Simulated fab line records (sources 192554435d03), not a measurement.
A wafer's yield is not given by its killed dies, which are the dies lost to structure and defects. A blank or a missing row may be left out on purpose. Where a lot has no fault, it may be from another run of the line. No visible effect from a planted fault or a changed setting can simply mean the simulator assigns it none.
Matching of chambers    flow n5_finfet    N5_BEOL_M13_VIA_ETCH_16 on rie_diel-03 has 4 sister chambers
The step etches SiOC in C4F8/O2/Ar, target depth 921.7 nm. 24 wafers are shown with their chamber, then 12 later ones without.

WAFERS WITH THEIR CHAMBER
wafer   chamber  drypump_motor_current_A (A)  showerhead_plenum_p_Torr (Torr)  rf_vpp_V (V)
L074.1  1        6.1                          3.43                             663
L074.3  3        5.7                          3.40                             664
L074.4  2        6.1                          3.50                             668
L076.1  3        5.6                          3.40                             665
L076.2  0        5.9                          3.46                             665
L076.4  2        6.2                          3.50                             668
L079.1  3        5.7                          3.39                             664
L079.3  1        6.1                          3.43                             665
L079.4  2        6.1                          3.49                             668
L085.2  1        6.1                          3.42                             664
L085.3  0        5.9                          3.45                             666
L085.4  1        6.1                          3.42                             664
L089.1  3        5.7                          3.38                             666
L089.4  0        5.9                          3.44                             665
L089.5  1        6.1                          3.42                             665
L090.2  0        5.9                          3.44                             666
L090.3  1        6.1                          3.42                             664
L090.5  0        5.9                          3.44                             666
L093.1  3        5.6                          3.38                             664
L093.2  2        6.1                          3.48                             668
L093.4  1        6.1                          3.41                             663
L092.1  2        6.1                          3.48                             669
L092.2  0        5.9                          3.44                             665
L092.3  1        6.1                          3.41                             664

SIGNATURES (means of the wafers above)
reading                   chamber 0  chamber 1  chamber 2  chamber 3  scatter within a chamber
drypump_motor_current_A   5.900      6.100      6.120      5.660      0.0316
showerhead_plenum_p_Torr  3.4450     3.4200     3.4900     3.3900     0.0088
rf_vpp_V                  665.50     664.00     668.20     664.60     0.689
Rule: for each reading, subtract the chamber's mean from the wafer's reading, divide by that reading's scatter and square the result; add these up over the readings and take the root, which gives the wafer's distance from the chamber. The wafer belongs to the nearest chamber; if the next one is less than 2 further off, it can't be placed. The scatter: take each reading less its chamber's mean, square it, sum over the shown wafers, divide by the number of wafers less the number of chambers, and take the root.

WAFERS WITHOUT THEIR CHAMBER
wafer   drypump_motor_current_A (A)  showerhead_plenum_p_Torr (Torr)  rf_vpp_V (V)
L092.4  5.6                          3.38                             665
L092.5  6.1                          3.41                             665
L092.6  6.1                          3.48                             667
L094.2  6.1                          3.48                             669
L094.3  6.1                          3.41                             665
L094.5  5.7                          3.38                             664
L096.1  5.9                          3.43                             666
L096.2  5.7                          3.38                             664
L096.3  6.1                          3.41                             663
L096.4  6.1                          3.48                             667
L096.5  6.1                          3.41                             664
L096.6  5.9                          3.43                             666

EACH ONE'S CHAMBER
wafer   from the rows above  in truth
L092.4  3                    3
L092.5  1                    1
L092.6  2                    2
L094.2  2                    2
L094.3  1                    1
L094.5  3                    3
L096.1  0                    0
L096.2  3                    3
L096.3  1                    1
L096.4  2                    2
L096.5  1                    1
L096.6  0                    0
12 of 12 placed correctly. Number that these rows cannot place: 0. Placed wrongly: 0.
